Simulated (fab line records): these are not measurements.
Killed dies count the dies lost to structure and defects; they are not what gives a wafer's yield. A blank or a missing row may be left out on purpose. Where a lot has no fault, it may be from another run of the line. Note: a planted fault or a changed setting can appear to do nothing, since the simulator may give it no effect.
fab line records | flow n5-finfet
[record] lots = 4 wafers = 12 last-day = 15
route steps=1938 shown SD_EPI_N@276 SD_EPI_P@295 SD_ACTIVATION@332 BEOL_M4@1111 PASSIVATION@1936
lots that met no fault: from a run of the same line without faults
start-h: the number of hours between the record's first day and the start of the first shown wafer of the lot | wait-h: how many hours have passed since the lot's step before this one | " as in the row above | L1.1+2: several wafers, shown together as one row | - no value, or no start was given | * or withheld: withheld | < > ~ a bound
route shown NAME@n: names a module that has steps shown in the file, with the first one's number in the route | usual: average and standard deviation across the fault-free wafers | same: alike in all rows | chamber/n: place in a boat | sites: the reading at each site | _std_site: the standard deviation of these | _edge_site: the outer-site mean with the inner-site mean subtracted | radius-mm: how far each site lies from the wafer's centre | mask NAME#n: copy n | behind: the last tool/chamber to shape the wafer | hold: why the lot went on hold/how many hours it stayed there/how the hold came to an end | device: transistor that didn't switch, given as n, p or np | end of line: at the end of the route, the tests of the same wafers | for a step that has no rows: nothing shown but its recipe | killed: dies that structure and defects cost at the first sort, which is not the same as the wafer's yield | map: per-die view of a wafer (x killed, . not killed, _ where there is no die)
set.NAME: the setting that was run; set.NAME@STEP: the one run at that earlier step | model.NAME: the simulator's own value behind a step, which no gauge read
certain route steps with their lots: each step a table, each wafer a row
[[steps]]
[step N5_SD_EPI_N_STRIP_36]
[recipe] chemistry = N2/H2 temp-c = 40 n2-flow-sccm = 200 h2-flow-sccm = 200 rf-frequency-hz = 6e+07
[step N5_SD_EPI_N_ETCHBACK_44]
[recipe] chemistry = CH3F/O2 mode = anisotropic-etchback target = SiNx target-depth-a = 145 stop-on = SiO2 over-etch-frac = 0.3 ion-energy-ev = 120 pressure-mtorr = 30 source-w = 395 bias-w = 73 Ar_flow_sccm = 150 CH3F_flow_sccm = 30 O2_flow_sccm = 20
[step N5_SD_EPI_N_ETCH_45]
[recipe] chemistry = CH3F/O2 target = SiOCN target-depth-a = 60 mask-material = SOC ion-energy-ev = 60 bias-w = 29 pressure-mtorr = 15 source-w = 410 Ar_flow_sccm = 150 CH3F_flow_sccm = 30 O2_flow_sccm = 20
[step N5_SD_EPI_N_ETCH_16]
[recipe] chemistry = CHF3/O2 target = SiO2 target-depth-a = 50 mask-material = SOC pressure-mtorr = 30 source-w = 650 bias-w = 170 Ar_flow_sccm = 200 CHF3_flow_sccm = 50 O2_flow_sccm = 5 ion-energy-ev = 200
[step N5_SD_EPI_N_STRIP_47]
[recipe] chemistry = CHF3/O2 resist = SiARC rf-frequency-hz = 6e+07
[step N5_SD_EPI_N_SD_RECESS_17]
[recipe] chemistry = HBr/Cl2/O2 target-depth-a = 410 mask-material = SOC time-s = 23.7 bt-time-s = 3 pressure-mtorr = 10 icp-w = 800 bias-w = 112 HBr_flow_sccm = 150 Cl2_flow_sccm = 80 O2_flow_sccm = 12
[step N5_SD_EPI_N_STRIP_38]
[recipe] chemistry = N2/H2 power-w = 1000 temp-c = 250 h2-frac = 0.65 overash-fraction = 0.3 pressure-mtorr = withheld n2-flow-sccm = 1750 h2-flow-sccm = 3250
[step N5_SD_EPI_N_WET_ETCH_43]
[recipe] chemistry = dHF dilution = withheld time-s = 14 target = SiO2 target-depth-a = 15 temp-c = 25
[step N5_SD_EPI_N_STRIP_18]
[recipe] chemistry = SPM time-s = 750 temp-c = 130 h2so4-h2o2-vol-ratio = 4
[step N5_SD_EPI_N_SRD_20]
[recipe] dry = ipa-marangoni do-ppb = 5 time-s = 30 temp-c = 23 rinse-liquid = diw
[step N5_SD_EPI_N_PRECLEAN_48]
[recipe] chemistry = NF3:NH3 afs-cycles = 2 temp-c = 30 time-s = 20 sublimation-temp-c = 180 sublimation-time-s = 60 pressure-torr = 3 rf-power-w = 30
[step N5_SD_EPI_N_VAPOR_ETCH_50]
[recipe] chemistry = HCl target = Si temp-c = 775 time-s = 54 pressure-torr = 20 mode = isotropic
[step N5_SD_EPI_N_EPI_21]
[recipe] material = Si:P dopant = P temp-c = 680 pressure-torr = 255 time-s = 690
[usual] epi-growth-time-s = 690/0
// columns lot.wafer tool chamber start-h wait-h epi-growth-time-s model.Si-P_of_SD_EPI_N_EPI_21.thk-nm
L246.2 epi-rpcvd-03 0 114.19 0.4 690 59
L246.4 " 0 " " 690 58.8
L246.6 " 0 " " 690 58.8
L249.1 epi-rpcvd-03 0 130.84 0.2 690 58.8
L249.5 " 0 132.34 1.5 690 59.6
L249.6 " 0 " " 586.51 52.2
L250.1 epi-rpcvd-03 0 135.03 0.2 690 58.2
L250.2 " 0 " " 586.51 52
L250.6 " 0 136.90 1.9 586.51 52.6
L251.2 epi-rpcvd-04 0 141.23 0.6 690 57.6
L251.5 " 0 142.35 1.5 690 58
L251.6 " 0 " " 690 57.6
[step N5_SD_EPI_N_EPI_MEAS_23]
[recipe] mode = xrd
[usual] thk-nm = 58.8/1.3
// columns lot.wafer tool chamber start-h wait-h thk-nm
L246.2 film-metro-02 - 115.63 1.2 57.5
L246.4 " - " " 58.1
L246.6 " - " " 58.6
L249.1 film-metro-02 - 133.12 1.9 57.4
L249.5 " - " " 60.0
L249.6 " - " " 52.9
L250.1 film-metro-01 - 137.31 1.9 55.9
L250.2 " - " " 51.1
L250.6 " - " " 51.2
L251.2 film-metro-01 - 143.15 1.5 58.3
L251.5 " - " " 56.2
L251.6 " - " " 57.2
[step N5_SD_EPI_N_PRECLEAN_24]
[recipe] chemistry = O3/DIW time-s = 60 temp-c = 22 o3-ppm = 10
[step N5_SD_EPI_N_SRD_25]
[recipe] time-s = 30 temp-c = 23 rinse-liquid = diw dry = ipa-marangoni
[step N5_SD_EPI_N_PRECLEAN_49]
[recipe] chemistry = NF3:NH3 afs-cycles = 1 temp-c = 30 time-s = 20 sublimation-temp-c = 180 sublimation-time-s = 60 pressure-torr = 3 rf-power-w = 30
[step N5_SD_EPI_N_LINER_46]
[recipe] material = SiNx target-thk-a = 30 temp-c = 400 ald-precursor-family = SiH2I2 ald-co-reactant = N2/H2-plasma pressure-torr = 2
[step N5_SD_EPI_P_COAT_34]
[recipe] resist = SOC temp-c = 250 time-s = 60 spin-rpm = 1500 resist-thk-nm = 350
[step N5_SD_EPI_P_COAT_35]
[recipe] resist = SiARC temp-c = 220 time-s = 60 spin-rpm = 1500 resist-thk-nm = 35
[step N5_SD_EPI_P_COAT_03]
[recipe] resist = CAR-ArF-block spin-rpm = 1500 resist-thk-nm = 150
[step N5_SD_EPI_P_EBR_05]
[recipe] solvent = PGMEA ebr-width-mm = 1.5
[step N5_SD_EPI_P_SOFTBAKE_04]
[recipe] temp-c = 110 time-s = 60 resist = CAR-ArF-block
[step N5_SD_EPI_P_EXPOSE_06]
[recipe] mask-id = SD_P_BLK na = 1.35 source-shape = conventional sigma-outer = 0.8 polarization = unpolarized target-cd-nm = 240 dose-mj = 39.5
[step N5_SD_EPI_P_PEB_07]
[recipe] peb-temp-c = 110 peb-time-s = 60 resist = CAR-ArF-block
[step N5_SD_EPI_P_DEVELOP_08]
[recipe] develop-time-s = 30 developer = TMAH resist = CAR-ArF-block dev-temp-c = 23 rinse-liquid = diw dry = air-spin
[step N5_SD_EPI_P_DESCUM_14]
[recipe] chemistry = O2 time-s = 7.9 source-power-w = 50 bias-power-w = 20 pressure-mtorr = 20 rf-frequency-hz = 2.712e+07 temp-c = 40 resist = CAR-ArF-block o2-flow-sccm = 225
[step N5_SD_EPI_P_ETCH_36]
[recipe] chemistry = CF4 target = SiARC target-depth-a = 455 mask-material = CAR-ArF-block time-s = 75.8 ion-energy-ev = 80 pressure-mtorr = 40 source-w = 545 bias-w = 36 Ar_flow_sccm = 100 cf4-flow-sccm = 100 ends = cleared
[step N5_SD_EPI_P_ETCH_37]
[recipe] chemistry = N2/H2 target = SOC overetch-a = 1080 mask-material = SiARC temp-c = 40 ion-energy-ev = 100 source-w = 3000 bias-w = 133 pressure-mtorr = 20 time-s = 486 n2-flow-sccm = 200 h2-flow-sccm = 200 ends = end-point
[step N5_SD_EPI_P_STRIP_38]
[recipe] chemistry = N2/H2 temp-c = 40 n2-flow-sccm = 200 h2-flow-sccm = 200 rf-frequency-hz = 6e+07
[step N5_SD_EPI_P_ETCHBACK_46]
[recipe] chemistry = CH3F/O2 mode = anisotropic-etchback target = SiNx target-depth-a = 175 stop-on = SiO2 over-etch-frac = 0.3 ion-energy-ev = 120 pressure-mtorr = 30 source-w = 395 bias-w = 73 Ar_flow_sccm = 150 CH3F_flow_sccm = 30 O2_flow_sccm = 20
[step N5_SD_EPI_P_ETCH_47]
[recipe] chemistry = CH3F/O2 target = SiOCN target-depth-a = 250 mask-material = SOC ion-energy-ev = 60 bias-w = 29 pressure-mtorr = 30 source-w = 410 Ar_flow_sccm = 150 CH3F_flow_sccm = 30 O2_flow_sccm = 20
[step N5_SD_EPI_P_ETCH_16]
[recipe] chemistry = CHF3/O2 target = SiO2 target-depth-a = 50 mask-material = SOC pressure-mtorr = 30 source-w = 650 bias-w = 170 Ar_flow_sccm = 200 CHF3_flow_sccm = 50 O2_flow_sccm = 5 ion-energy-ev = 200
[step N5_SD_EPI_P_STRIP_50]
[recipe] chemistry = CHF3/O2 resist = SiARC rf-frequency-hz = 6e+07
[step N5_SD_EPI_P_SD_RECESS_17]
[recipe] chemistry = HBr/Cl2/O2 target-depth-a = 391 bt-time-s = 3 pressure-mtorr = 10 icp-w = 800 bias-w = 112 HBr_flow_sccm = 150 Cl2_flow_sccm = 80 O2_flow_sccm = 12
[step N5_SD_EPI_P_WET_ETCH_45]
[recipe] chemistry = dHF dilution = withheld time-s = 10.7 target = SiO2 target-depth-a = 20 temp-c = 25 dry = ipa-marangoni rinse-time-s = 30 rinse-temp-c = 23
[step N5_SD_EPI_P_STRIP_40]
[recipe] chemistry = N2/H2 power-w = 1000 temp-c = 250 h2-frac = 0.65 overash-fraction = 0.3 pressure-mtorr = withheld n2-flow-sccm = 1750 h2-flow-sccm = 3250
[step N5_SD_EPI_P_PRECLEAN_52]
[recipe] chemistry = O3/DIW time-s = 60 temp-c = 22 o3-ppm = 10
[step N5_SD_EPI_P_PRECLEAN_24]
[recipe] chemistry = O3/DIW time-s = 45 temp-c = 22 o3-ppm = 10
// columns lot.wafer tool chamber start-h wait-h model.Si-P_of_SD_EPI_N_EPI_21.thk-nm
L246.2 wet-bench-02 3 120.51 0.0 58.2
L246.4+6 " 7,4 " " 58
L249.1 wet-bench-05 0 139.67 0.0 58
L249.5 " 5 " " 58.8
L249.6 " 6 " " 51.4
L250.1 wet-bench-05 4 144.62 0.0 57.4
L250.2 " 2 " " 51.2
L250.6 " 3 " " 51.8
L251.2+6 wet-bench-02 2,5 150.16 0.0 56.8
L251.5 " 6 " " 57.2
[step N5_SD_ACTIVATION_RS_MEAS_03]
[recipe] thk-meas-gauge = four-point-probe
[usual] RS_SD_N = 22.0/0.31 RS_SD_P = 56.5/0.82
// columns lot.wafer tool chamber start-h wait-h RS_SD_N[ohm/sq] RS_SD_P[ohm/sq]
L246.2 film-metro-02 - 121.21 0.2 22.0 57.4
L246.4 " - " " 22.2 57.8
L246.6 " - " " 22.0 56.9
L249.1 film-metro-01 - 140.26 0.2 22.0 56.5
L249.5 " - " " 21.7 55.7
L249.6 " - " " 24.9 55.3
L250.1 film-metro-01 - 145.13 0.2 22.3 57.6
L250.2 " - " " 24.9 58.0
L250.6 " - " " 24.7 58.2
L251.2 film-metro-01 - 150.75 0.2 22.6 57.1
L251.5 " - " " 22.5 56.7
L251.6 " - " " 22.6 57.4
[step N5_BEOL_M4_RC_MEAS_101]
[usual] DIBL_N = 36.3/1.2 DIBL_P = 36.7/1.5 IOFF_N = 0.164/0.02 IOFF_P = 0.214/0.024 ION_N = 673/8.5 ION_P = 461/5.9 REXT_N = 75.3/1.5 RS_SD_N = 28.5/0.36 SS_N = 71.6/0.44 SS_P = 73.3/0.55 VT_N = 249.4/2.4 VT_P = -250.0/2.3
// columns lot.wafer tool chamber start-h wait-h DIBL_N[mV/V] DIBL_P[mV/V] IOFF_N[nA/um] IOFF_P[nA/um] ION_N[uA/um] ION_P[uA/um] REXT_N[ohm.um] RS_SD_N[ohm/sq] SS_N[mV/dec] SS_P[mV/dec] VT_N[mV] VT_P[mV]
L246.2 prober-01 0 230.68 0.2 35.4 35.1 0.156 0.194 667 460 75.2 28.5 71.5 73.0 250.2 -248.9
L246.4 " 0 " " 37.1 37.1 0.197 0.226 686 462 74.8 28.8 72.0 73.9 243.9 -252.1
L246.6 " 0 " " 36.7 36.9 0.187 0.221 678 467 74.5 28.7 71.8 73.5 245.8 -250.5
L250.1 prober-01 0 253.74 0.0 37.5 37.5 0.181 0.254 683 468 75.8 28.8 71.5 74.0 249.3 -248.8
L250.2 " 0 " " 36.5 35.7 0.153 0.210 670 464 79.4 32.3 71.7 72.7 252.1 -250.6
L250.6 " 0 " " 35.6 34.9 0.145 0.198 659 457 79.5 32.1 71.4 72.8 252.5 -251.7
L249.1 prober-02 0 254.03 0.0 37.5 38.8 0.176 0.203 665 453 75.6 28.4 72.3 73.5 247.6 -253.1
L249.5 " 0 " " 36.9 37.6 0.158 0.184 666 452 76.2 28.3 71.1 72.7 251.2 -250.3
L249.6 " 0 " " 38.9 39.2 0.197 0.215 657 450 79.3 31.9 72.2 73.4 250.4 -252.6
L251.2 prober-02 0 260.07 0.2 35.0 35.8 0.133 0.198 669 465 76.7 29.1 71.0 72.8 254.1 -248.2
L251.5 " 0 " " 35.2 35.6 0.134 0.196 664 460 75.5 29.0 70.6 72.4 251.3 -249.8
L251.6 " 0 " " 37.1 38.4 0.170 0.239 672 465 77.4 29.3 72.0 74.3 252.0 -244.9
[step N5_PASSIVATION_PROBE_49]
[usual] defect-limited-yield = 91.2/1.5 killed_at_M0_to_M3 = 35/11 killed_at_M4_up = 13/5.6 killed-at-contacts = 13/6.3 killed-at-front-end = 38/12 killed-at-other = 3.7/2.9 killed-dies = 104/18 killed-open = 69/13 killed-short = 34/8.3 sort_bin_5_function = 5.2/0.95 sort_bin_6_memory = 3.3/0.68 sort-n-pass = 1076/18 sort-yield-pct = 91.2/1.5
[same] gross-dies = 1180 killed-at-back-side = 0 sort_bin_4_leakage[%] = 0 sort_bin_8_speed[%] = 0
// columns lot.wafer tool chamber start-h wait-h defect-limited-yield[%] killed_at_M0_to_M3 killed_at_M4_up killed-at-contacts killed-at-front-end killed-at-other killed-dies killed-open killed-short sort_bin_5_function[%] sort_bin_6_memory[%] sort-n-pass sort-yield-pct[%]
L246.2 prober-01 - 337.89 0.1 92.8 32 9 8 29 7 85 52 30 4.2 2.9 1095 92.8
L246.4 prober-01 - 337.99 0.2 87.5 66 11 6 59 6 148 96 48 7.5 4.6 1032 87.5
L246.6 prober-01 - 338.09 0.3 92.0 36 9 11 34 4 94 59 31 3.8 4.2 1086 92.0
L250.1 prober-01 - 362.73 0.0 92.6 33 11 5 33 5 87 51 35 4.4 2.8 1093 92.6
L250.2 prober-01 - 362.78 0.1 92.7 27 5 5 38 11 86 56 30 4.1 2.8 1094 92.7
L250.6 prober-01 - 362.98 0.3 93.3 20 6 5 42 6 79 53 25 4.2 2.3 1101 93.3
// killed by level:class
L246.2 BEOL_M0_SAQP:geometric-particle:open=15 STI_FIN_REVEAL:geometric-particle:open=7 MOL_CONTACT_COAG:geometric-particle:open=5 BEOL_M0_SAQP:geometric-particle:short=5 BEOL_M2:geometric-particle:open=5 BEOL_M4:geometric-particle:open=4 FIN_SAQP:geometric-particle:short=3 GATE_CUT:geometric-particle:short=3
L246.4 BEOL_M0_SAQP:geometric-particle:open=27 STI_FIN_REVEAL:geometric-particle:open=20 BEOL_M0_SAQP:geometric-particle:short=19 BEOL_M1:geometric-particle:open=9 FIN_SAQP:geometric-particle:short=6 FIN_SAQP:geometric-particle:open=5 MOL_CONTACT_COAG:geometric-particle:open=5 BEOL_M2:geometric-particle:open=5
L246.6 BEOL_M0_SAQP:geometric-particle:open=10 BEOL_M0_SAQP:geometric-particle:short=10 STI_FIN_REVEAL:geometric-particle:open=8 MOL_CONTACT_COAG:geometric-particle:open=8 BEOL_M3:geometric-particle:open=8 FIN_SAQP:geometric-particle:short=7 BEOL_M4:geometric-particle:open=6 BEOL_M2:geometric-particle:open=5
L250.1 STI_FIN_REVEAL:geometric-particle:open=13 FIN_SAQP:geometric-particle:short=6 BEOL_M0_SAQP:geometric-particle:short=6 BEOL_M2:geometric-particle:open=6 BEOL_M0:geometric-particle:open=5 GATE_CUT:geometric-particle:short=4 BEOL_M0_SAQP:geometric-particle:open=4 BEOL_M2:geometric-particle:short=4
L250.2 FIN_SAQP:geometric-particle:open=7 BEOL_M0_SAQP:geometric-particle:open=7 MOL_CONTACT_COAG:geometric-particle:open=5 PASS1_CAP:geometric-particle:open=5 ILD0:geometric-particle:short=4 ILD0:geometric-particle:open=4 GATE_CUT:geometric-particle:short=4 BEOL_M0_SAQP:geometric-particle:short=4
L250.6 STI_FIN_REVEAL:geometric-particle:open=14 BEOL_M3:geometric-particle:open=6 DUMMY_GATE:geometric-particle:open=5 FIN_SAQP:geometric-particle:short=4 MOL_CONTACT_COAG:geometric-particle:open=4 BEOL_M0_SAQP:geometric-particle:short=4 STARTING-WAFER:geometric-particle:short=4 BEOL_M0_SAQP:geometric-particle:open=3
[[key]]
[first-sign] step = N5_SD_EPI_N_EPI_21 reading = epi-growth-time-s direction = down sigmas = 99+ usual = * struck = *
[effect] step = N5_SD_EPI_N_EPI_MEAS_23 reading = thk-nm direction = down sigmas = 5.5 usual = * struck = *
[effect] step = N5_SD_ACTIVATION_RS_MEAS_03 reading = RS_SD_N direction = up sigmas = 9.2 usual = 22.0 struck = 24.8
[effect] step = N5_BEOL_M4_RC_MEAS_101 reading = RS_SD_N direction = up sigmas = 10 usual = 28.5 struck = 32.1
[effect] step = N5_BEOL_M4_RC_MEAS_101 reading = REXT_N direction = up sigmas = 2.8 usual = 75.3 struck = 79.4
[model-effect] step = N5_SD_EPI_N_EPI_21 value = Si-P_of_SD_EPI_N_EPI_21.thk-nm without = 58.27 struck = 52.27
[model-effect] step = N5_SD_EPI_P_PRECLEAN_24 value = Si-P_of_SD_EPI_N_EPI_21.thk-nm without = 57.47 struck = 51.47
met-at N5_SD_EPI_N_EPI_21
struck-wafers L249.6,L250.2,L250.6
[fault] kind = process-parameter-drift tool = epi-rpcvd-03 chamber = - onset-h = 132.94 steps = N5_SD_EPI_N_EPI_21 channel = epi-growth-time-s offset = * shape = step end-h = 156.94 scope = struck-wafers-only stated = *
